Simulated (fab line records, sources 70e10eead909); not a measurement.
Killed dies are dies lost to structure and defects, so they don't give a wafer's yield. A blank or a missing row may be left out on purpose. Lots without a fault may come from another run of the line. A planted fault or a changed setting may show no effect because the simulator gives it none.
Chamber matching | flow nand_harc | NHARC_P_STI_CMP_21 on cmp-02: 4 sister chambers
The step polishes, t overpolish 20 s, target thk 380.67 nm. 14 wafers are shown with their chamber, then 7 later ones without.

WAFERS WITH THEIR CHAMBER
wafer  | chamber | motor_current_A (A) | retaining_ring_pressure_frac | overpolish_run_s (s)
L709.1 | 0       | 13.0                | 0.994                        | 19.998
L709.2 | 3       | 10.4                | 1.000                        | 20.004
L709.4 | 2       | 11.0                | 1.006                        | 19.999
L711.1 | 1       | 12.2                | 1.005                        | 20.016
L711.3 | 3       | 10.6                | 1.000                        | 19.998
L711.5 | 2       | 11.0                | 1.006                        | 19.994
L712.1 | 3       | 10.2                | 0.999                        | 20.008
L712.4 | 1       | 11.8                | 0.994                        | 20.004
L712.5 | 3       | 10.3                | 0.998                        | 20.014
L715.1 | 2       | 11.3                | 0.994                        | 19.997
L715.2 | 0       | 12.6                | 0.996                        | 20.007
L715.5 | 2       | 10.9                | 0.999                        | 19.998
L716.3 | 1       | 12.2                | 1.001                        | 19.989
L716.4 | 0       | 13.3                | 0.995                        | 19.996

SIGNATURES (means of the wafers above)
reading                      | chamber 0 | chamber 1 | chamber 2 | chamber 3 | scatter within a chamber
motor_current_A              | 12.967    | 12.067    | 11.050    | 10.375    | 0.23
retaining_ring_pressure_frac | 0.99500   | 1.00000   | 1.00125   | 0.99925   | 0.00412
overpolish_run_s             | 20.00033  | 20.00300  | 19.99700  | 20.00600  | 0.00765
Rule: a wafer's distance from a chamber is the root of the sum, over the readings, of the square of ((its reading less the chamber's mean) divided by the reading's scatter). The wafer belongs to the nearest chamber; if the next one is less than 2 further off, it can't be placed. The scatter: the root of (the sum of the squares of (reading less its chamber's mean) over the shown wafers, divided by (wafers less chambers)).

WAFERS WITHOUT THEIR CHAMBER
wafer  | motor_current_A (A) | retaining_ring_pressure_frac | overpolish_run_s (s)
L716.5 | 12.1                | 1.002                        | 19.996
L727.1 | 12.3                | 0.995                        | 19.999
L727.4 | 10.3                | 1.002                        | 20.004
L727.6 | 11.7                | 0.994                        | 20.002
L728.3 | 11.9                | 1.004                        | 20.007
L728.4 | 11.2                | 1.003                        | 19.993
L728.5 | 10.9                | 1.000                        | 19.994

WHICH CHAMBER EACH WENT THROUGH
wafer  | from the rows above     | in truth
L716.5 | 1                       | 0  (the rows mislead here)
L727.1 | can't be placed: 1 or 0 | 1
L727.4 | 3                       | 3
L727.6 | can't be placed: 1 or 2 | 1
L728.3 | 1                       | 1
L728.4 | 2                       | 2
L728.5 | can't be placed: 2 or 3 | 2
Placed correctly: 3 of 7. Can't be placed from these rows: 3 (the true chamber is among the candidates in 3). Placed wrongly: 1.
